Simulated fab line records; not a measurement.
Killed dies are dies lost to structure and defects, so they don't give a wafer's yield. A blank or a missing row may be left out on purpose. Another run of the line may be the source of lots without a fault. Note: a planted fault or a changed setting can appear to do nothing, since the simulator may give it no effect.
Matching of chambers -- flow n5-finfet -- N5_FIN_CUT_CUT_ETCH_28 on rie-si-04: 4 sister chambers
The step etches Si in HBr/Cl2/O2, target depth 6 nm, time 2.4 s. 14 wafers are shown with their chamber, then 7 later ones without.

== EACH WAFER AND ITS CHAMBER ==
wafer,chamber,throttle-valve-pct (%),drypump-motor-current-A (A),oes-product-au (a.u.)
L078.3,0,37.62,5.8,0.980
L078.4,3,37.14,5.5,1.008
L078.6,3,37.16,5.5,1.006
L079.2,1,36.87,6.1,1.000
L079.3,3,37.16,5.5,0.998
L079.4,2,36.91,6.0,1.004
L081.1,1,36.88,6.1,0.988
L081.4,3,37.16,5.5,1.005
L081.6,0,37.61,5.7,0.981
L083.2,2,36.91,6.1,1.008
L083.5,3,37.16,5.5,1.001
L083.6,2,36.92,6.1,1.012
L085.1,3,37.16,5.5,0.991
L085.4,2,36.93,6.1,1.017

SIGNATURES (averages over the wafers above)
reading,chamber 0,chamber 1,chamber 2,chamber 3,scatter within a chamber
throttle-valve-pct,37.6150,36.8750,36.9175,37.1567,0.00842
drypump-motor-current-A,5.750,6.100,6.075,5.500,0.0354
oes-product-au,0.98050,0.99400,1.01025,1.00150,0.00602
Rule: distance of a wafer from a chamber = root of the sum over the readings of ((wafer's reading minus chamber's mean) / reading's scatter) squared. If the next closest chamber is less than 2 further off than the closest, the wafer can't be placed; otherwise it belongs to the closest. The scatter: take each reading less its chamber's mean, square it, sum over the shown wafers, divide by the number of wafers less the number of chambers, and take the root.

== WAFERS MISSING THEIR CHAMBER ==
wafer,throttle-valve-pct (%),drypump-motor-current-A (A),oes-product-au (a.u.)
L085.6,37.62,5.8,0.979
L086.1,37.15,5.5,1.007
L086.4,36.92,6.1,1.017
L086.5,37.17,5.5,1.006
L096.1,36.88,6.1,0.996
L096.2,37.64,5.8,0.981
L096.5,36.87,6.1,0.993

== WHICH CHAMBER EACH ONE RAN IN ==
wafer,from the rows above,in truth
L085.6,0,0
L086.1,3,3
L086.4,2,2
L086.5,3,3
L096.1,1,1
L096.2,0,0
L096.5,1,1
Correctly placed: 7 of 7. Left unplaced by these rows: 0. Wrongly placed: 0.
